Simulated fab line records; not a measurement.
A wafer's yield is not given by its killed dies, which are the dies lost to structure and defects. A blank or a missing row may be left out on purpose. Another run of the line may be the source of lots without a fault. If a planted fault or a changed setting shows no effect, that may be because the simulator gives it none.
The same fault as seen by 3 desks || flow n5_finfet || numbers are kept per desk, each desk with only its own; the story behind them comes last

== AT THE TOOL OWNER'S DESK: rie_diel-02 ==
The tool's own readings at N5_BEOL_M4_ETCH_70 (etches SOC in N2/H2, target depth 80 nm, overetch 24 nm, time 130 s): means of the sampled wafers that have a number, for each lot that ran on this tool. Marked OUT: a lot whose mean sits more than 4 standard deviations from the usual mean, which makes it out of limits; the brackets give that distance.
Columns: A = drypump_motor_current_A at N5_BEOL_M4_ETCH_70, usual 5.6 A; B = n2_flow_sccm at N5_BEOL_M4_ETCH_70, usual 200.0 sccm; C = oes_product_au at N5_BEOL_M4_ETCH_70, usual 0.57 a.u.; D = rf_vpp_V at N5_BEOL_M4_ETCH_70, usual 524.1 V; E = showerhead_plenum_p_Torr at N5_BEOL_M4_ETCH_70, usual 2.55 Torr; F = temp_c at N5_BEOL_M4_ETCH_70, usual 40.01 C; G = throttle_valve_pct at N5_BEOL_M4_ETCH_70, usual 17.71 %
{"lot": "L223", "first seen here": "day 10 09:18", "A": 5.6, "B": 201.1, "C": 0.55, "D": 524.8, "E": 2.57, "F": "37.64 (-24) OUT", "G": 17.70}
{"lot": "L224", "first seen here": "day 10 14:04", "A": 5.8, "B": 199.8, "C": 0.54, "D": 523.3, "E": 2.53, "F": "37.67 (-23) OUT", "G": 17.83}
{"lot": "L235", "first seen here": "day 13 16:55", "A": 5.2, "B": 200.0, "C": 0.54, "D": 525.5, "E": 2.56, "F": 39.96, "G": 17.65}
{"lot": "L237", "first seen here": "day 13 20:07", "A": 5.2, "B": 199.8, "C": 0.54, "D": 524.4, "E": 2.56, "F": 40.04, "G": 17.66}
This desk's finding: out of limits on L223, L224; first on L223, day 10 09:18 (temp_c at N5_BEOL_M4_ETCH_70). L235, L237: within limits.

== METROLOGY DESK ==
What the gauges read, lot by lot, whatever tool the lot ran on: means of the sampled wafers that have a number. Marked OUT: a lot whose mean sits more than 4 standard deviations from the usual mean, which makes it out of limits; the brackets give that distance. 7 of its 12 readings are shown, namely those furthest out on some lot.
Columns: A = cd_nm at N5_BEOL_M4_CD_MEAS_28, usual 26.10 nm; B = DIBL_N at N5_BEOL_M4_RC_MEAS_101, usual 37.1 mV/V; C = DIBL_P at N5_BEOL_M4_RC_MEAS_101, usual 37 mV/V; D = IOFF_P at N5_BEOL_M4_RC_MEAS_101, usual 0.21 nA/um; E = ION_N at N5_BEOL_M4_RC_MEAS_101, usual 674 uA/um; F = ION_P at N5_BEOL_M4_RC_MEAS_101, usual 459 uA/um; G = VT_P at N5_BEOL_M4_RC_MEAS_101, usual -251 mV
{"lot": "L223", "first seen here": "day 10 05:02", "A": 26.14, "B": 36.5, "C": 34, "D": 0.16, "E": 665, "F": 449, "G": -256}
{"lot": "L225", "first seen here": "day 10 05:13", "A": 26.18, "B": 38.2, "C": 37, "D": 0.22, "E": 681, "F": 466, "G": -248}
{"lot": "L224", "first seen here": "day 10 06:30", "A": 26.09, "B": 36.6, "C": 37, "D": 0.20, "E": 671, "F": 460, "G": -253}
{"lot": "L231", "first seen here": "day 12 10:10", "A": 26.13, "B": 36.2, "C": 36, "D": 0.22, "E": 679, "F": 466, "G": -248}
{"lot": "L235", "first seen here": "day 13 15:44", "A": 25.67, "B": 33.2, "C": 33, "D": 0.14, "E": 653, "F": 441, "G": -258}
{"lot": "L237", "first seen here": "day 13 19:04", "A": 26.20, "B": 39.3, "C": 39, "D": 0.22, "E": 682, "F": 455, "G": -250}
This desk found nothing out of limits on any of the 6 lots.

== THE DEFECT DESK ==
Counts from the inspections along the route, per lot, as means over the sampled wafers that have a number. Marked OUT: a lot whose mean sits more than 4 standard deviations from the usual mean, which makes it out of limits; the brackets give that distance.
Columns: A = raw_defect_count at N5_BEOL_M4_INSPECT_30, usual 399
{"lot": "L223", "first seen here": "day 10 05:07", "A": 368}
{"lot": "L225", "first seen here": "day 10 05:18", "A": 639}
{"lot": "L224", "first seen here": "day 10 06:35", "A": 294}
{"lot": "L231", "first seen here": "day 12 10:15", "A": 630}
{"lot": "L235", "first seen here": "day 13 15:50", "A": 344}
{"lot": "L237", "first seen here": "day 13 19:09", "A": 366}
This desk found nothing out of limits on any of the 6 lots.

== PUT TOGETHER ==
The tool owner's desk had the chance to raise an alarm at day 10 09:18 on L223, L224.
The metrology desk saw nothing out of limits.
The defect desk saw nothing out of limits.
The metrology desk has L223, L224 on record, within its limits.
The defect desk has L223, L224 on record, within its limits.
All the named lots went through N5_BEOL_M4_ETCH_70 on rie_diel-02.

== WHAT WAS PUT IN BY THE SIMULATOR ==
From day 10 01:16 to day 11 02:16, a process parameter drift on rie_diel-02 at N5_BEOL_M4_ETCH_70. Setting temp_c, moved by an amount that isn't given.
Shown lots that were struck: L223, L224.
Delay in hours, fault start to first out-of-limits reading, by desk: the tool owner's desk at 8.
